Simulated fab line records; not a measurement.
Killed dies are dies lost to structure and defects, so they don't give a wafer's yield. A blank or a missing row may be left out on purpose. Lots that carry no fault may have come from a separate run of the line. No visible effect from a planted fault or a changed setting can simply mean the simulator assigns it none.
What tool caused it? ; flow n5 finfet ; 11 lots, 33 wafers sampled, at 2 steps of a route of 1938

== WHAT THE GAUGES READ, wafer by wafer ==
N5_MOL_CONTACT_COAG_INSPECT_57: inspects for defects (brightfield).
lot;measured;on;raw defect count
L076;day 5 12:46;defect inspect-02;173 254 168
L077;day 5 21:45;defect inspect-02;171 187 157
L079;day 6 14:55;defect inspect-01;200 208 180
L080;day 7 02:11;defect inspect-02;221 272 263
L083;day 7 09:42;defect inspect-02;194 207 163
L085;day 8 00:47;defect inspect-01;213 175 279
L087;day 8 20:09;defect inspect-02;243 286 184
L090;day 9 08:26;defect inspect-02;213 134 162
L092;day 9 14:19;defect inspect-01;117 128 223
L095;day 10 08:19;defect inspect-02;180 217 183
L097;day 10 19:40;defect inspect-01;206 250 214

== EACH LOT AND THE TOOL THAT RAN IT (in order: tool; ch and the chambers of the sampled wafers; start) ==
lot;N5_MOL_CONTACT_COAG_ETCH_106
L076;rie diel-02 ch 0,2,3, day 5 03:11
L077;rie diel-04 ch 0,1,3, day 5 11:14
L079;rie diel-04 ch 0,3, day 6 01:06
L080;rie diel-04 ch 1,2, day 6 14:56
L083;rie diel-05 ch 1,2,3, day 6 23:39
L085;rie diel-04 ch 0,3, day 7 15:13
L087;rie diel-05 ch 2,3, day 8 04:49
L090;rie diel-05 ch 0,2, day 8 15:46
L092;rie diel-05 ch 0,1,3, day 9 03:23
L095;rie diel-04 ch 0,1,3, day 9 22:43
L097;rie diel-02 ch 1,2, day 10 11:12
- N5_MOL_CONTACT_COAG_ETCH_106: etches SOC in N2/H2, target depth 80 nm, overetch 16 nm, time 120 s.

== THE ANSWER, worked out from the rows above alone ==
Rule: the usual values come from the lots themselves. Put in order of their means at a reading, lots are off if they are a third of the lots or fewer, leave a main group of 4 or more, and stand apart from it by a gap of 3 or more times the standard deviation of the main group's means; of several such gaps the widest counts. The tables above print the reading to a certain number of digits; a main group whose means all agree to those digits is not used. Also off: a lot with no number at a reading for which 4 or more lots have one. Any other lot the step has rows for is counted as sound.
Nothing can be told from this: no lot is off at any reading shown.

== WHAT WAS PUT IN BY THE SIMULATOR ==
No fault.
